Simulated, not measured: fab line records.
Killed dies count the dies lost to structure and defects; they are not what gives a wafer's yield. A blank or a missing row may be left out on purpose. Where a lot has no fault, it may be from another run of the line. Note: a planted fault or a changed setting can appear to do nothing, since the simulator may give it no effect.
A lot that was struck, set against a sound lot || flow n5 finfet || 15 steps out of a route of 1938
Sound: wafers L175.1, L175.2, L175.6. The struck wafers were L187.3, L187.4, L187.6. Last of all comes the cause.
Each step with rows lists, per side, the tool, then ch with its chambers, then its first start. Under that, the readings that differ: sound wafers || struck wafers || difference of the means || sigmas: that difference in standard deviations of wafers without a fault.
alike: words and numbers the same on both sides, and readings whose means are apart by under 2 such deviations; not compared: readings that were withheld, readings missing a value for some wafer, numbers with overlapping values and no deviation given by the record, and bounds like >300 which may hide the same value.
Wherever a step has rows on one side only, a row that says differs or no value, or a row with sigmas, the two part there. When numbers do not overlap yet have no deviation, they are printed without sigmas and do not part them. A reading missing from all wafers of one side parts the sides only when that side holds two or more wafers.

first, 2 steps without rows for these wafers: N5_BEOL_M5_PRECLEAN_42 (cleans in residue remover, time 60 s); N5_BEOL_M5_SRD_43 (time 30 s).
N5_BEOL_M5_CD_MEAS_35: target cd 28 nm, target cd y 24 nm.
  sound on cd sem-03, day 7 21:03; struck on cd sem-03, day 11 00:21
  alike: cd nm
then, 1 step without rows for these wafers: N5_BEOL_M5_CURE_80 (cures SiCOH lowk, time 120 s).
N5_BEOL_M5_DEGAS_44: time 60 s.
  sound on pvd sputter-01, day 7 21:25; struck on pvd sputter-03, day 11 01:59
  alike: heater power w
then, 2 steps without rows for these wafers: N5_BEOL_M5_PRE_CLEAN_45 (time 30 s); N5_BEOL_M5_ALD_86 (deposits TaN, pulse time 2 s, purge time 3 s, co reactant purge time 2 s).
N5_BEOL_M5_SURFACE_TREAT_87:
  sound on pvd sputter-01, day 7 21:50; struck on pvd sputter-01, day 11 02:27
  not compared: pressure mtorr, throttle valve pct
then, 1 step without rows for these wafers: N5_BEOL_M5_CVD_47 (deposits Co from CCTBA/H2, target thk 3 nm, time 216 s).
N5_BEOL_M5_SPUTTER_48: material Cu, target thk 15 nm, time 27.62 s.
  sound on pvd sputter-03, day 7 22:22; struck on pvd sputter-01, day 11 02:49
  alike: chuck sensor temp C, throttle valve pct
N5_BEOL_M5_ANNEAL_49: time 1800 s.
  sound on pvd sputter-03, day 7 22:26; struck on pvd sputter-01, day 11 02:53
{"reading": "heater power w (W)", "sound": "777 814 754", "struck": "972 912 963", "difference": "+167", "sigmas": "+2"}
  alike: susceptor temp C
then, 1 step without rows for these wafers: N5_BEOL_M5_SPUTTER_81 (material Cu, target thk 15 nm, time 27.62 s).
N5_BEOL_M5_ANNEAL_82: time 1800 s.
  sound on pvd sputter-03, day 7 23:31; struck on pvd sputter-01, day 11 03:58
  no value came back on the struck wafers for heater power w (W), susceptor temp C (C); on the sound wafers heater power w (W) reads 755 805 781
N5_BEOL_M5_SPUTTER_83: material Cu, target thk 15 nm, time 27.62 s.
  sound on pvd sputter-03, day 8 00:32; struck on pvd sputter-01, day 11 04:59
  alike: chuck sensor temp C, throttle valve pct
-- here the record skips 3 days between the struck wafers' starts before and after, leaving off in module BEOL_M5 and picking up in module PASSIVATION (first step shown: number 1936 of the route) --
N5_PASSIVATION_PROBE_49:
  sound on prober-02, day 11 21:44; struck on prober-01, day 14 15:35
  alike: defect limited yield, killed_at_M0_to_M3, killed_at_M4_up, killed at contacts, killed at front end, killed at other, killed dies, killed on rim, killed open, killed short, sort_bin_4_leakage, sort_bin_5_function, sort_bin_6_memory, sort n pass, sort yield pct

== WHERE THEY PART ==
Last at N5_BEOL_M5_ANNEAL_82 as far as this record goes, first at N5_BEOL_M5_ANNEAL_49. Later steps at which nothing parts them and some readings are alike: N5_BEOL_M5_SPUTTER_83, N5_PASSIVATION_PROBE_49.

WHY: what the simulator had put in
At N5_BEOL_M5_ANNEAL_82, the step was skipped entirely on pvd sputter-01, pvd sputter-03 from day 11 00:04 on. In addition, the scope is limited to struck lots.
